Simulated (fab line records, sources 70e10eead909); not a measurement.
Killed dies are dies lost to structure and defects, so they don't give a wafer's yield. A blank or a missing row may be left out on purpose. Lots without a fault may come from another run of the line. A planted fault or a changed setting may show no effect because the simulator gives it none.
fab line records | flow nand_harc
record lots=12 wafers=36 last_day=24
route steps=1159 shown A_M1@1057 THIN_TSV@1121 END@1159
lots that met no fault: from a run of the same line without faults
start_h: hours from the record's first day to the start of the lot's first wafer shown | wait_h: hours since the lot's step before | " the same as in the row above | L1.1+2: a row that stands for several wafers | - no value, or no start given | * or withheld: withheld | < > ~ a bound
route shown NAME@n: a module of which the file shows steps, and the number in the route of the first | usual: mean/standard deviation of fault-free wafers | same: alike in all rows | chamber/n: place in a boat | sites: the reading at each site | _std_site: their standard deviation | _edge_site: outer sites' mean less inner sites' | radius_mm: how far each site lies from the wafer's centre | mask NAME#n: copy n | behind: the tool/chamber that last shaped the wafer | hold: why the lot was held/for how many hours/how that ended | device: the transistor (n, p or np) that didn't switch | end of line: the same wafers' tests at the end of the route | a step without rows: its recipe alone | killed: dies lost to structure and defects at the first sort, not the wafer's yield | map: a wafer's dies, x killed, . not, _ none there
set.NAME: the setting as run; set.NAME@STEP: as run at that earlier step | model.NAME: the simulator's own value behind a step, which no gauge read
steps of the route over a sample of lots; a table a step, a row a wafer
services: from which hour (start_h, from the record's first day; less than 0 if before it) a tool's chamber was out of use, for how many hours, and why
## steps
# step NHARC_A_M1_PRE_CLEAN_32
# recipe time_s=12 temp_c=370 rf_power_w=300 gas=NH3
# usual heater_power_w=639/58
# columns lot.wafer tool chamber start_h wait_h heater_power_w
L825.2 pecvd-04 0 407.64 0.1 678
L825.1 " 1 " " 673
L825.5 " 1 " " 675
L827.1 pecvd-01 1 411.98 0.1 677
L827.5 " 0 " " 516
L827.6 " 1 " " 692
L826.1 pecvd-03 0 412.83 0.1 541
L826.2 " 2 " " 653
L826.4 " 1 " " 682
L828.1 pecvd-04 2 419.35 0.1 606
L828.3 " 1 " " 652
L828.6 " 1 " " 647
L832.2 pecvd-03 0 452.77 0.1 587
L832.3 " 1 " " 678
L832.4 " 1 " " 686
L838.1 pecvd-04 1 478.18 0.1 664
L838.3 " 2 " " 566
L838.5 " 1 " " 681
L837.1 pecvd-01 2 496.48 0.1 562
L837.5 " 0 " " 543
L837.6 " 1 " " 616
L840.3 pecvd-01 2 497.44 0.1 681
L840.1 " 0 " " 588
L840.6 " 2 " " 657
L842.3 pecvd-03 0 503.73 0.1 550
L842.1 " 1 " " 633
L842.4 " 0 " " 555
L844.6 pecvd-03 2 512.38 0.1 587
L844.5 " 0 " " 526
L844.4 " 1 " " 592
L845.3 pecvd-04 0 538.72 0.1 760
L845.4 " 0 " " 722
L845.5 " 1 " " 655
L848.1 pecvd-04 0 550.17 0.1 742
L848.5 " 0 " " 765
L848.6 " 2 " " 637
# step NHARC_THIN_TSV_CD_MEAS_16
# usual cd_nm=1000.2/2
# columns lot.wafer tool chamber start_h wait_h cd_nm
L827.1 cd_sem-02 - 430.31 0.1 999.3
L827.5 " - " " 1000.2
L827.6 " - " " 1003.0
L825.1 cd_sem-03 - 432.66 0.2 1000.7
L825.2 " - " " 998.9
L825.5 " - " " 1000.2
L826.1 cd_sem-02 - 433.98 0.1 998.8
L826.2 " - " " 997.2
L826.4 " - " " 995.8
L828.1 cd_sem-02 - 439.65 0.1 999.7
L828.3 " - " " 998.4
L828.6 " - " " 999.0
L832.2 cd_sem-02 - 470.75 0.1 999.5
L832.3 " - " " 1002.5
L832.4 " - " " 998.4
L838.1 cd_sem-02 - 497.40 0.2 998.0
L838.3 " - " " 997.8
L838.5 " - " " 1003.7
L837.1 cd_sem-02 - 515.91 0.1 1002.2
L837.5 " - " " 999.2
L837.6 " - " " 1001.3
L840.1 cd_sem-01 - 517.18 0.1 1000.0
L840.3 " - " " 997.2
L840.6 " - " " 997.1
L842.1 cd_sem-02 - 525.13 0.1 1002.4
L842.3 " - " " 999.4
L842.4 " - " " 999.3
L844.4 cd_sem-02 - 534.01 0.1 998.2
L844.5 " - " " 1001.1
L844.6 " - " " 1002.2
L845.3 cd_sem-01 - 556.68 0.1 1000.9
L845.4 " - " " 1002.6
L845.5 " - " " 1001.1
L848.1 cd_sem-01 - 570.56 0.1 1001.3
L848.5 " - " " 999.7
L848.6 " - " " 1003.0
# step NHARC_THIN_TSV_ETCHBACK_48
# recipe target_depth_a=10285 over_etch_frac=0.3 time_s=405.17 ion_energy_ev=250 c4f8_flow_sccm=withheld ar_flow_sccm=withheld rf_w=600 bias_w=300 chemistry=C4F8/Ar
# usual oes_product_au=0.95/0.034 rf_vpp_V=546.0/2.7
# same over_etch_frac=0.3
# columns lot.wafer tool chamber start_h wait_h oes_product_au rf_hours_counter_h rf_vpp_V
L827.1 rie_diel-01 1 431.84 - 0.92 12 545.1
L827.5 " 3 " " 0.91 - 546.7
L827.6 " 0 " " 0.92 - 546.8
L825.1 rie_diel-01 3 433.97 - 0.91 13 548.6
L825.2 " 1 " " 0.92 12 544.7
L825.5 " 3 " " 0.90 - 548.7
L826.4 rie_diel-13 2 435.25 - 0.91 10 549.5
L826.2 " 3 " " 0.93 10 543.3
L826.1 " 1 " " 0.94 11 542.4
L828.1 rie_diel-06 1 441.06 - 1.01 2 548.5
L828.3 " 0 " " 1.01 2 548.0
L828.6 " 2 " " 1.00 - 541.8
L832.3 rie_diel-01 0 472.03 - 0.91 18 545.6
L832.2 " 1 " " 0.92 18 542.9
L832.4 " 3 " " 0.92 18 547.2
L838.3 rie_diel-13 0 498.71 - 0.93 3 543.5
L838.1 " 1 " " 0.94 3 542.5
L838.5 " 0 " " 0.93 - 543.2
L837.1 rie_diel-01 2 517.18 - 1.00 1 548.3
L837.6 " 2 " " 1.01 - 547.9
L837.5 " 3 " " 1.00 - 548.0
L840.3 rie_diel-06 3 518.48 - 0.99 6 543.9
L840.1 " 2 " " 1.01 6 541.3
L840.6 " 3 " " 1.00 - 542.9
L842.4 rie_diel-06 1 526.65 - 0.93 7 548.7
L842.1 " 2 " " 0.94 7 542.6
L842.3 " 0 " " 0.94 7 548.6
L844.4 rie_diel-01 3 535.31 - 1.01 3 548.2
L844.5 " 2 " " 1.01 - 548.6
L844.6 " 3 " " 1.00 - 548.2
L845.3 rie_diel-01 3 557.98 - 0.93 7 549.0
L845.4 " 1 " " 0.93 6 545.3
L845.5 " 3 " " 0.93 - 547.3
L848.1 rie_diel-06 2 571.94 - 0.98 11 540.8
L848.5 " 0 " " 0.97 - 549.4
L848.6 " 1 " " 0.98 - 547.1
# step NHARC_THIN_TSV_ETCH_36
# recipe target_depth_a=650 over_etch_frac=0.3 time_s=18.571 ion_energy_ev=150 chemistry=Cl2/BCl3
# usual drypump_motor_current_A=5.44/0.3 he_backside_leak_sccm=3.53/0.18 oes_product_au=1.008/0.013
# same over_etch_frac=0.3
# columns lot.wafer tool chamber start_h wait_h drypump_motor_current_A he_backside_leak_sccm oes_product_au rf_hours_counter_h
L827.1 rie_metal-01 0 435.98 0.2 5.61 3.56 0.998 3.0
L827.5 " 0 " " 5.67 3.63 0.988 -
L827.6 " 1 " " 5.52 3.61 0.983 -
L825.1 rie_metal-03 0 438.18 0.2 4.90 3.37 0.997 4.3
L825.2 " 1 " " 5.53 3.73 1.021 4.3
L825.5 " 1 " " 5.57 3.54 1.037 -
L826.1 rie_metal-01 1 439.46 0.2 5.52 3.74 0.990 3.2
L826.2 " 0 " " 5.63 3.44 0.984 3.2
L826.4 " 1 " " 5.49 3.56 0.994 -
L828.1 rie_metal-01 0 445.28 0.2 5.59 3.56 0.992 3.7
L828.3 " 0 " " 5.62 3.60 1.000 -
L828.6 " 0 " " 5.62 3.52 0.990 -
L832.2 rie_metal-03 1 476.29 0.2 5.54 3.60 1.013 0.4
L832.3 " 1 " " 5.57 3.63 1.016 -
L832.4 " 0 " " 4.88 3.66 1.025 -
L838.1 rie_metal-01 1 503.20 0.2 5.49 3.87 0.994 5.4
L838.3 " 1 " " 5.46 3.82 0.994 -
L838.5 " 1 " " 5.48 3.81 0.995 -
L837.1 rie_metal-02 0 521.63 0.2 5.50 3.28 1.009 3.0
L837.6 " 1 " " 5.82 3.15 1.011 -
L837.5 " 0 " " 5.49 3.16 1.014 -
L840.1 rie_metal-01 1 522.88 0.2 5.51 3.68 1.032 0.2
L840.3 " 0 " " 5.61 3.49 1.019 -
L840.6 " 0 " " 5.63 3.51 1.024 -
L842.1 rie_metal-03 1 530.74 0.2 5.56 3.42 1.018 2.1
L842.3 " 0 " " 4.86 3.57 1.025 -
L842.4 " 1 " " 5.56 3.46 1.008 -
L844.4 rie_metal-02 1 539.57 0.1 5.78 3.39 1.014 -
L844.5 " 0 " " 5.49 3.28 1.014 -
L844.6 " 1 " " 5.79 3.28 1.009 -
L845.4 rie_metal-03 0 562.18 0.1 4.90 3.54 1.014 -
L845.3 " 1 " " 5.55 3.54 1.020 -
L845.5 " 1 " " 5.55 3.70 1.022 -
L848.1 rie_metal-01 1 576.20 0.2 5.50 3.36 1.008 1.4
L848.6 " 0 " " 5.64 3.51 1.004 -
L848.5 " 1 " " 5.50 3.32 1.013 -
# step NHARC_END_SORT_01
# recipe temp_c=25
# usual defect_limited_yield=95.3/1.3 killed_at_array=28/8.6 killed_at_other=0.7/1.2 killed_at_periphery=3.1/2.3 killed_dies=32/8.7 killed_open=3.2/1.7 killed_short=2.0/1.5 sort_bin_2_pct=1.5/0.58 sort_bin_3_pct=0.28/0.22 sort_bin_4_pct=3.0/0.86 sort_n_pass=645/8.7 sort_rim_yield_pct=97.8/1.4 sort_yield_pct=95.3/1.3
# same gross_dies=677 sort_bin_5_pct[%]=0 sort_bin_6_pct[%]=0 sort_bin_7_pct[%]=0 sort_bin_8_pct[%]=0 sort_rim_n_gross=106.00
# columns lot.wafer tool chamber start_h wait_h defect_limited_yield[%] killed_at_array killed_at_other killed_at_periphery killed_dies killed_open killed_short sort_bin_2_pct[%] sort_bin_3_pct[%] sort_bin_4_pct[%] sort_n_pass sort_rim_yield_pct[%] sort_yield_pct[%]
L827.1 prober-01 0 444.34 2.5 95.0 27 5 2 34 4 3 1.5 0.30 3.2 643 95.3 95.0
L827.5 prober-01 0 447.51 3.7 95.6 26 1 3 30 4 1 1.6 0.15 2.7 647 99.1 95.6
L827.6 prober-01 0 448.30 4.0 96.2 16 6 4 26 3 0 1.5 0.15 2.2 651 98.1 96.2
L825.1 prober-02 0 444.34 2.5 94.4 38 0 0 38 4 4 1.9 0.15 3.5 639 96.2 94.4
L825.2 prober-02 0 445.13 2.8 94.2 32 1 6 39 5 2 0.9 0.59 4.3 638 97.2 94.2
L825.5 prober-02 0 447.51 3.7 96.3 23 0 2 25 3 2 0.7 0 3.0 652 97.2 96.3
L826.1 prober-02 0 452.14 2.5 97.9 9 2 3 14 2 3 0.6 0 1.5 663 97.2 97.9
L826.2 prober-02 0 452.92 2.8 97.6 13 2 1 16 4 1 0.9 0.44 1.0 661 99.1 97.6
L826.4 prober-02 0 454.49 3.4 98.2 12 0 0 12 1 1 1.0 0.15 0.6 665 100.0 98.2
L828.1 prober-02 0 461.55 4.2 93.2 41 1 4 46 7 2 1.5 0.59 4.7 631 99.1 93.2
L828.3 prober-02 0 463.16 4.8 94.7 33 0 3 36 1 2 1.9 0.15 3.2 641 97.2 94.7
L828.6 prober-02 0 465.57 5.7 96.2 18 0 8 26 6 4 1.6 0.15 2.1 651 100.0 96.2
L832.2 prober-02 0 485.95 2.8 93.9 30 4 7 41 2 4 1.5 0.15 4.4 636 96.2 93.9
L832.3 prober-02 0 486.75 3.1 95.7 21 0 8 29 2 2 1.5 0 2.8 648 99.1 95.7
L832.4 prober-02 0 487.54 3.4 95.1 28 2 3 33 2 5 1.5 0.44 3.0 644 98.1 95.1
L838.1 prober-02 0 515.05 2.5 93.9 38 0 3 41 3 3 0.9 0.44 4.7 636 100.0 93.9
L838.3 prober-02 0 516.63 3.1 94.1 36 0 4 40 4 2 2.2 0.44 3.2 637 99.1 94.1
L838.5 prober-02 0 518.20 3.7 95.7 29 0 0 29 3 5 1.5 0.44 2.4 648 96.2 95.7
L840.1 prober-01 0 530.02 2.5 83.2 107 3 4 114 3 2 7.1 2.66 7.1 563 89.6 83.2
L840.3 prober-01 0 531.59 3.0 87.7 77 4 2 83 3 1 4.7 2.95 4.6 594 87.7 87.7
L840.6 prober-01 0 533.93 3.9 86.1 87 3 4 94 5 6 4.9 3.69 5.3 583 85.8 86.1
L837.1 prober-02 0 530.03 2.5 88.0 80 0 1 81 5 2 5.5 2.36 4.1 596 83.0 88.0
L837.5 prober-02 0 533.25 3.7 83.2 113 0 1 114 6 2 6.9 3.55 6.4 563 89.6 83.2
L837.6 prober-02 0 534.05 4.0 87.9 81 0 1 82 4 5 4.4 3.10 4.6 595 89.6 87.9
L842.1 prober-01 0 541.32 2.5 94.5 32 1 4 37 3 7 1.5 0.74 3.2 640 96.2 94.5
L842.3 prober-01 0 542.94 3.1 96.2 21 1 4 26 3 3 1.0 0.30 2.5 651 96.2 96.2
L842.4 prober-01 0 543.74 3.4 94.8 33 0 2 35 3 1 1.8 0.30 3.1 642 100.0 94.8
L844.4 prober-02 0 548.75 3.4 96.0 23 0 4 27 3 4 0.9 0.15 3.0 650 97.2 96.0
L844.5 prober-02 0 549.55 3.7 97.0 16 0 4 20 2 2 1.0 0.30 1.6 657 98.1 97.0
L844.6 prober-02 0 550.35 4.0 96.0 21 0 6 27 2 2 1.0 0.30 2.7 650 98.1 96.0
L845.3 prober-01 0 572.19 3.1 95.7 27 0 2 29 3 1 1.2 0.30 2.8 648 99.1 95.7
L845.4 prober-01 0 572.99 3.4 95.3 28 0 4 32 2 2 1.0 0.15 3.5 645 97.2 95.3
L845.5 prober-01 0 573.80 3.7 95.1 31 0 2 33 3 1 1.8 0.30 2.8 644 99.1 95.1
L848.1 prober-02 0 582.45 2.5 92.9 41 1 6 48 5 0 2.1 0.44 4.6 629 98.1 92.9
L848.5 prober-02 0 585.66 3.7 93.8 39 0 3 42 6 0 1.8 0.30 4.1 635 96.2 93.8
L848.6 prober-02 0 586.47 4.0 94.1 37 1 2 40 5 1 2.2 0.30 3.4 637 98.1 94.1
# killed by level:class
L827.1 A_SLIT:chamber_film_flake=9 A_SGD_CUT:chamber_film_flake=5 THIN_TSV:chamber_film_flake=5 A_STAIRCASE:chamber_film_flake=4 A_WL_FILL:geometric_particle:short=2 P_M0:geometric_particle:open=1 A_ONON_D1:geometric_particle:open=1 A_CHANNEL_FILL_D1:geometric_particle:short=1
L825.1 A_CHANNEL_HOLE_D1:chamber_film_flake=14 A_SLIT:chamber_film_flake=10 A_CHANNEL_FILL_D1:geometric_particle:short=2 A_WL_FILL:geometric_particle:open=2 A_STAIRCASE:chamber_film_flake=2 A_WL_FILL:chamber_film_flake=2 A_SGD_CUT:geometric_particle:open=1 A_WL_FILL:geometric_particle:short=1
L825.2 A_CHANNEL_HOLE_D1:chamber_film_flake=18 A_SLIT:chamber_film_flake=10 P_M0:geometric_particle:open=2 A_CHANNEL_FILL_D1:geometric_particle:open=2 A_STAIRCASE:chamber_film_flake=2 P_CONTACT:geometric_particle:short=1 P_CONTACT:geometric_particle:open=1 P_M0:geometric_particle:short=1
L827.5 A_SLIT:chamber_film_flake=7 A_SGD_CUT:chamber_film_flake=5 A_STAIRCASE:chamber_film_flake=4 A_CHANNEL_HOLE_D1:chamber_film_flake=3 P_GATE:chamber_film_flake=2 A_CONTACT:chamber_film_flake=2 A_ONON_D1:geometric_particle:short=1 A_ONON_D1:geometric_particle:open=1
L825.5 A_CHANNEL_HOLE_D1:chamber_film_flake=13 A_SLIT:chamber_film_flake=4 P_M0:geometric_particle:open=2 A_WL_FILL:chamber_film_flake=1 A_CHANNEL_FILL_D1:geometric_particle:short=1 A_WL_FILL:geometric_particle:open=1 A_CONTACT:geometric_particle:short=1 A_STAIRCASE:chamber_film_flake=1
L827.6 A_SLIT:chamber_film_flake=6 THIN_TSV:chamber_film_flake=6 A_SGD_CUT:chamber_film_flake=4 P_GATE:chamber_film_flake=3 A_CONTACT:geometric_particle:open=2 A_CONTACT:chamber_film_flake=2 P_M0:geometric_particle:open=1 A_CHANNEL_HOLE_D1:chamber_film_flake=1
L826.1 A_CONTACT:chamber_film_flake=3 A_STAIRCASE:chamber_film_flake=2 THIN_TSV:chamber_film_flake=2 P_CONTACT:geometric_particle:short=1 P_M0:geometric_particle:open=1 A_CHANNEL_FILL_D1:geometric_particle:short=1 A_CONTACT:geometric_particle:short=1 A_M0:geometric_particle:open=1
L826.2 A_CONTACT:chamber_film_flake=5 A_STAIRCASE:chamber_film_flake=2 THIN_TSV:chamber_film_flake=2 P_M1:geometric_particle:open=1 A_ONON_D1:geometric_particle:open=1 A_CHANNEL_FILL_D1:geometric_particle:short=1 A_CONTACT:geometric_particle:open=1 A_M1:geometric_particle:open=1
L826.4 A_CONTACT:chamber_film_flake=4 A_CHANNEL_FILL_D1:chamber_film_flake=2 A_STAIRCASE:chamber_film_flake=2 A_BLC:geometric_particle:short=1 A_BLC:geometric_particle:open=1 A_CHANNEL_HOLE_D1:chamber_film_flake=1 A_SLIT:chamber_film_flake=1
L828.1 A_CHANNEL_HOLE_D1:chamber_film_flake=19 A_SLIT:chamber_film_flake=10 P_M1:geometric_particle:open=2 A_ONON_D1:geometric_particle:open=2 A_WL_FILL:geometric_particle:open=2 A_ZERO_WELL:chamber_film_flake=2 A_CHANNEL_FILL_D1:chamber_film_flake=2 P_CONTACT:geometric_particle:open=1
L828.3 A_SLIT:chamber_film_flake=12 A_CHANNEL_HOLE_D1:chamber_film_flake=10 A_STAIRCASE:chamber_film_flake=4 P_GATE:chamber_film_flake=2 A_CHANNEL_FILL_D1:chamber_film_flake=2 A_CONTACT:chamber_film_flake=2 P_STI:geometric_particle:short=1 A_CHANNEL_FILL_D1:geometric_particle:short=1
L828.6 A_CHANNEL_HOLE_D1:chamber_film_flake=7 P_GATE:chamber_film_flake=4 A_M1:geometric_particle:open=3 P_CONTACT:geometric_particle:short=2 A_SLIT:chamber_film_flake=2 A_CONTACT:chamber_film_flake=2 P_M0:geometric_particle:short=1 P_M1:geometric_particle:open=1
L832.2 A_CHANNEL_HOLE_D1:chamber_film_flake=21 A_STAIRCASE:chamber_film_flake=4 THIN_TSV:chamber_film_flake=4 P_STI:chamber_film_flake=2 A_CONTACT:chamber_film_flake=2 P_STI:geometric_particle:short=1 P_GATE:geometric_particle:short=1 P_CONTACT:geometric_particle:open=1
L832.3 A_CHANNEL_HOLE_D1:chamber_film_flake=12 P_CONTACT:chamber_film_flake=3 P_GATE:chamber_film_flake=2 A_CHANNEL_FILL_D1:chamber_film_flake=2 A_STAIRCASE:chamber_film_flake=2 A_CONTACT:chamber_film_flake=2 P_CONTACT:geometric_particle:short=1 P_M0:geometric_particle:open=1
L832.4 A_CHANNEL_HOLE_D1:chamber_film_flake=13 A_STAIRCASE:chamber_film_flake=6 A_SOURCE_PLATE:geometric_particle:short=2 THIN_TSV:chamber_film_flake=2 P_STI:chamber_film_flake=2 A_ZERO_WELL:chamber_film_flake=2 P_M0:geometric_particle:open=1 A_WL_FILL:geometric_particle:short=1
L838.1 A_SLIT:chamber_film_flake=18 A_CHANNEL_HOLE_D1:chamber_film_flake=6 A_STAIRCASE:chamber_film_flake=4 A_CONTACT:chamber_film_flake=4 A_WL_FILL:geometric_particle:short=2 P_CONTACT:geometric_particle:open=1 A_CHANNEL_FILL_D1:geometric_particle:open=1 A_CONTACT:geometric_particle:open=1
L838.3 A_SLIT:chamber_film_flake=21 A_CHANNEL_HOLE_D1:chamber_film_flake=7 A_CONTACT:chamber_film_flake=3 P_GATE:geometric_particle:open=1 P_CONTACT:geometric_particle:open=1 P_M2:geometric_particle:open=1 A_ONON_D1:geometric_particle:open=1 A_ONON_D1:geometric_particle:short=1
L838.5 A_SLIT:chamber_film_flake=13 A_CONTACT:chamber_film_flake=4 A_CHANNEL_HOLE_D1:chamber_film_flake=2 A_STAIRCASE:chamber_film_flake=2 A_SOURCE_PLATE:geometric_particle:short=1 A_SOURCE_PLATE:geometric_particle:open=1 A_ONON_D1:geometric_particle:open=1 A_CHANNEL_HOLE_D1:geometric_particle:short=1
L840.1 A_M1:unspecified=75 A_CHANNEL_HOLE_D1:chamber_film_flake=23 A_CONTACT:chamber_film_flake=4 THIN_TSV:chamber_film_flake=3 P_GATE:geometric_particle:short=1 A_CHANNEL_FILL_D1:geometric_particle:short=1 A_SGD_CUT:geometric_particle:open=1 A_CONTACT:geometric_particle:open=1
L837.1 A_M1:unspecified=50 A_SLIT:chamber_film_flake=14 A_CONTACT:chamber_film_flake=6 A_CHANNEL_HOLE_D1:chamber_film_flake=3 A_CONTACT:geometric_particle:open=2 A_CONTACT:geometric_particle:short=2 P_M2:geometric_particle:open=1 A_SGD_CUT:geometric_particle:open=1
L840.3 A_M1:unspecified=54 A_CHANNEL_HOLE_D1:chamber_film_flake=12 A_CONTACT:chamber_film_flake=7 THIN_TSV:chamber_film_flake=3 P_CONTACT:chamber_film_flake=2 A_ONON_D1:geometric_particle:open=1 A_CONTACT:geometric_particle:open=1 A_BLC:geometric_particle:short=1
L837.5 A_M1:unspecified=71 A_SLIT:chamber_film_flake=17 A_CONTACT:chamber_film_flake=8 A_CHANNEL_HOLE_D1:chamber_film_flake=7 A_CONTACT:geometric_particle:open=3 A_STAIRCASE:chamber_film_flake=2 A_SOURCE_PLATE:geometric_particle:open=1 A_ONON_D1:geometric_particle:short=1
L840.6 A_M1:unspecified=49 A_CHANNEL_HOLE_D1:chamber_film_flake=20 A_CONTACT:chamber_film_flake=9 A_CONTACT:geometric_particle:short=3 THIN_TSV:chamber_film_flake=3 P_M0:geometric_particle:open=2 P_CONTACT:chamber_film_flake=2 A_SOURCE_PLATE:geometric_particle:short=1
L837.6 A_M1:unspecified=51 A_SLIT:chamber_film_flake=11 A_CHANNEL_HOLE_D1:chamber_film_flake=4 A_CONTACT:chamber_film_flake=4 A_WL_FILL:chamber_film_flake=2 P_M1:geometric_particle:open=1 A_ONON_D1:geometric_particle:open=1 A_CHANNEL_HOLE_D1:geometric_particle:short=1
L842.1 A_SLIT:chamber_film_flake=15 A_CONTACT:chamber_film_flake=5 A_CHANNEL_HOLE_D1:chamber_film_flake=4 A_STAIRCASE:chamber_film_flake=2 P_GATE:geometric_particle:short=1 P_CONTACT:geometric_particle:open=1 P_CONTACT:geometric_particle:short=1 P_M0:geometric_particle:short=1
L842.3 A_SLIT:chamber_film_flake=12 A_STAIRCASE:chamber_film_flake=3 P_M0:geometric_particle:short=2 A_CHANNEL_HOLE_D1:chamber_film_flake=2 A_CONTACT:chamber_film_flake=2 P_M0:geometric_particle:open=1 A_CHANNEL_FILL_D1:geometric_particle:open=1 A_CONTACT:geometric_particle:open=1
L842.4 A_SLIT:chamber_film_flake=17 A_CONTACT:chamber_film_flake=5 A_CHANNEL_HOLE_D1:chamber_film_flake=5 A_STAIRCASE:chamber_film_flake=3 P_CONTACT:geometric_particle:open=2 A_WL_FILL:geometric_particle:short=1 A_CONTACT:geometric_particle:open=1 A_ZERO_WELL:chamber_film_flake=1
L844.4 A_CHANNEL_HOLE_D1:chamber_film_flake=9 A_CONTACT:chamber_film_flake=5 P_ZERO_WELL:chamber_film_flake=3 A_ONON_D1:geometric_particle:short=1 A_CHANNEL_HOLE_D1:geometric_particle:short=1 A_CHANNEL_FILL_D1:geometric_particle:short=1 A_SGD_CUT:geometric_particle:open=1 A_CONTACT:geometric_particle:open=1
L844.5 A_CHANNEL_HOLE_D1:chamber_film_flake=8 A_CONTACT:chamber_film_flake=6 P_ZERO_WELL:chamber_film_flake=2 P_CONTACT:geometric_particle:open=1 P_CONTACT:geometric_particle:short=1 A_BLC:geometric_particle:open=1 A_M0:geometric_particle:short=1
L844.6 A_CONTACT:chamber_film_flake=9 A_CHANNEL_HOLE_D1:chamber_film_flake=7 P_STI:chamber_film_flake=3 A_CONTACT:geometric_particle:open=2 P_M1:geometric_particle:short=1 P_M2:geometric_particle:short=1 P_ZERO_WELL:chamber_film_flake=1 A_STAIRCASE:chamber_film_flake=1
L845.3 A_CHANNEL_HOLE_D1:chamber_film_flake=17 A_STAIRCASE:chamber_film_flake=4 A_CONTACT:geometric_particle:open=2 P_M0:geometric_particle:open=1 A_SGD_CUT:geometric_particle:short=1 P_ZERO_WELL:chamber_film_flake=1 A_SLIT:chamber_film_flake=1 A_CONTACT:chamber_film_flake=1
L845.4 A_CHANNEL_HOLE_D1:chamber_film_flake=23 P_GATE:chamber_film_flake=3 A_ONON_D1:geometric_particle:open=1 A_CHANNEL_HOLE_D1:geometric_particle:short=1 A_WL_FILL:geometric_particle:short=1 A_CONTACT:geometric_particle:open=1 P_ZERO_WELL:chamber_film_flake=1 A_STAIRCASE:chamber_film_flake=1
L845.5 A_CHANNEL_HOLE_D1:chamber_film_flake=24 A_STAIRCASE:chamber_film_flake=2 P_M1:geometric_particle:open=1 A_ONON_D1:geometric_particle:open=1 A_SLIT:geometric_particle:short=1 A_M0:geometric_particle:open=1 P_GATE:chamber_film_flake=1 A_SLIT:chamber_film_flake=1
L848.1 A_SLIT:chamber_film_flake=24 A_CHANNEL_HOLE_D1:chamber_film_flake=5 A_ZERO_WELL:chamber_film_flake=3 A_CONTACT:chamber_film_flake=3 A_SOURCE_PLATE:geometric_particle:open=2 P_ZERO_WELL:chamber_film_flake=2 P_STI:chamber_film_flake=2 A_STAIRCASE:chamber_film_flake=2
L848.5 A_SLIT:chamber_film_flake=20 A_CONTACT:chamber_film_flake=7 A_CHANNEL_HOLE_D1:chamber_film_flake=4 A_CONTACT:geometric_particle:open=2 A_STAIRCASE:chamber_film_flake=2 P_CONTACT:geometric_particle:open=1 A_CHANNEL_FILL_D1:geometric_particle:open=1 A_BLC:geometric_particle:open=1
L848.6 A_SLIT:chamber_film_flake=16 A_CHANNEL_HOLE_D1:chamber_film_flake=9 A_CONTACT:chamber_film_flake=5 A_CONTACT:geometric_particle:open=2 A_M0:geometric_particle:open=2 P_STI:chamber_film_flake=2 A_ONON_D1:geometric_particle:short=1 A_BLC:geometric_particle:open=1
## services
# columns tool chamber start_h hours kind
rie_metal-02 - 388.00 9.0 pm
rie_diel-13 2 390.11 1.4 repair
rie_diel-01 0 397.30 - clean
rie_diel-01 1 397.30 - clean
rie_diel-06 - 418.21 9.0 pm
pecvd-01 - 418.61 13.0 pm
pecvd-04 - 435.24 1.0 repair
pecvd-01 1 444.23 15.7 repair
rie_metal-03 - 453.00 9.0 pm
rie_diel-13 - 453.03 9.0 pm
rie_diel-01 2 457.54 3.1 repair
pecvd-03 - 460.10 1.2 repair
rie_diel-01 2 472.67 1.6 repair
pecvd-03 - 473.28 13.0 pm
rie_diel-01 - 491.80 9.0 pm
rie_metal-01 - 509.00 9.0 pm
pecvd-04 - 509.00 0.2 repair
rie_metal-03 1 512.42 14.8 repair
rie_diel-06 - 534.76 0.4 repair
rie_diel-13 - 535.74 0.4 repair
pecvd-01 2 549.58 3.9 repair
pecvd-04 - 557.18 13.0 pm
rie_metal-02 - 565.00 9.0 pm
rie_diel-13 3 566.29 6.7 repair
## key
first_sign step=NHARC_END_SORT_01 reading=killed_at_array direction=up sigmas=7.3 usual=28 struck=91
effect step=NHARC_END_SORT_01 reading=killed_dies direction=up sigmas=7.2 usual=32 struck=95
more_kills_born_at NHARC_A_M1_PRE_CLEAN_32@pecvd-01=350
met_at NHARC_A_M1_PRE_CLEAN_32
struck_lots L837,L840
not_acting_at NHARC_THIN_TSV_CD_MEAS_16,NHARC_THIN_TSV_ETCHBACK_48,NHARC_THIN_TSV_ETCH_36
onset_between 411.98 496.48
fault kind=chamber_particle_source tool=pecvd-01 chamber=- onset_h=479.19 steps=NHARC_A_M1_PRE_CLEAN_32 rate_per_visit_cm2=0.84841 end_h=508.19
